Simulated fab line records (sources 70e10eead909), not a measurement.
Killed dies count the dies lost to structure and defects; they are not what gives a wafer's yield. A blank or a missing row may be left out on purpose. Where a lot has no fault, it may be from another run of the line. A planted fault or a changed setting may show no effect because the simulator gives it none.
A lot that was struck, set against a sound lot -- flow nand_harc -- 15 steps out of a route of 1302
Sound: these wafers, L996.1, L996.2, L996.6. Wafers struck: L110.1, L110.2, L110.6. The cause comes at the end.
Per side, at each step with rows, come the tool, then ch with its chambers, and then its first start. Under that, the readings that differ: sound wafers -- struck wafers -- difference of the means -- sigmas: that difference in standard deviations of wafers without a fault.
alike: readings whose means differ by less than 2 such deviations, and words and numbers that are the same on both sides. not compared: withheld readings, readings that some wafer has no value for, bounds like >300 that may hide the same value, and numbers for which the record gives no deviation and whose values overlap.
The two part at a step that has a row with sigmas, a row that says differs or no value, or rows on one side only. When numbers do not overlap yet have no deviation, they are printed without sigmas and do not part them. Lack of a reading on every wafer of one side parts them only where that side has two or more wafers.

first, 1 step without rows for these wafers: NHARC_P_M0_DEVELOP_08 (develop time 35 s).
NHARC_P_M0_CD_MEAS_09: the cd target is 90 nm.
  sound on cd_sem-02 ch 0, day 9 18:32; struck on cd_sem-02 ch 0, day 15 11:58
  alike: cd_nm
NHARC_P_M0_OVL_MEAS_10: pitch 180 nm.
  struck on overlay-02, day 15 12:02; sound on overlay-01, day 9 18:37
  alike: overlay_x_nm, overlay_y_nm
NHARC_P_M0_INSPECT_11:
  struck on defect_inspect-02, day 15 12:05; sound on defect_inspect-01, day 9 18:40
  alike: raw_defect_count
then, 1 step without rows for these wafers: NHARC_P_M0_DESCUM_14 (chemistry O2, time 3 s).
NHARC_P_M0_ETCH_34: etches the open film in N2/H2, target depth 40 nm, overetch 12 nm, time 43.94 s.
  sound on rie_diel-10 ch 0,1,3, day 9 18:50; struck on rie_diel-01 ch 2,3, day 15 12:14
  alike: drypump_motor_current_A, oes_product_au, rf_vpp_V, showerhead_plenum_p_Torr, throttle_valve_pct
  not compared: rf_hours_counter_h
NHARC_P_M0_ETCH_15: etches the open film in C4F8/Ar, target depth 150 nm, overetch 15 nm, time 82.5 s.
  sound: rie_diel-10 ch 0,1,3; struck: rie_diel-01 ch 0,3
  alike: oes_product_au, rf_vpp_V
  not compared: rf_hours_counter_h
NHARC_P_M0_CD_MEAS_16:
  struck on cd_sem-01, day 15 12:26; sound on cd_sem-03, day 9 19:04
  alike: cd_nm
NHARC_P_M0_STRIP_18: strips in N2/H2.
  sound on rie_diel-10 ch 0,3, day 9 19:09; struck on rie_diel-10 ch 0,1, day 15 12:33
  alike: drypump_motor_current_A, oes_product_au, rf_vpp_V, showerhead_plenum_p_Torr, throttle_valve_pct
  not compared: rf_hours_counter_h
then, 1 step without rows for these wafers: NHARC_P_M0_STRIP_19 (strips in post etch residue remover, time 600 s).
NHARC_P_M0_DEGAS_28: time 60 s.
  struck on pvd_sputter-01, day 15 13:07; sound on pvd_sputter-01, day 9 19:45
  alike: heater_power_w, susceptor_temp_C
NHARC_P_M0_PRE_CLEAN_29: time 30 s.
  sound on pvd_sputter-01; struck on pvd_sputter-01
reading,sound,struck,difference,sigmas
susceptor_temp_C (C),- - -,279.71 280.15 280.10,no value on the sound wafers,
  alike: heater_power_w
NHARC_P_M0_PVD_20: deposits TaN, target thk 5 nm, time 8.06 s.
  struck on pvd_sputter-01, day 15 13:29; sound on pvd_sputter-01, day 9 19:53
  alike: chamber_pressure_pa, throttle_valve_pct
then, 1 step without rows for these wafers: NHARC_P_M0_PVD_21 (deposits Cu, target thk 30 nm, time 20.49 s).
-- the record jumps here: 19 days lie between the struck wafers' starts before and after (it left off in module P_M0 and takes up again in module END, whose first step shown is number 1302 of the route) --
NHARC_END_SORT_01:
  sound on prober-01 ch 0, day 28 09:58; struck on prober-01 ch 0, day 34 11:09
reading,sound,struck,difference,sigmas
killed_at_other,2 3 0,0 0 0,-2,-2
  alike: defect_limited_yield, killed_at_array, killed_at_periphery, killed_dies, killed_open, killed_short

## WHERE THEY PART
First at NHARC_P_M0_PRE_CLEAN_29; last, within this record, at NHARC_END_SORT_01.

WHY: the cause the simulator had injected
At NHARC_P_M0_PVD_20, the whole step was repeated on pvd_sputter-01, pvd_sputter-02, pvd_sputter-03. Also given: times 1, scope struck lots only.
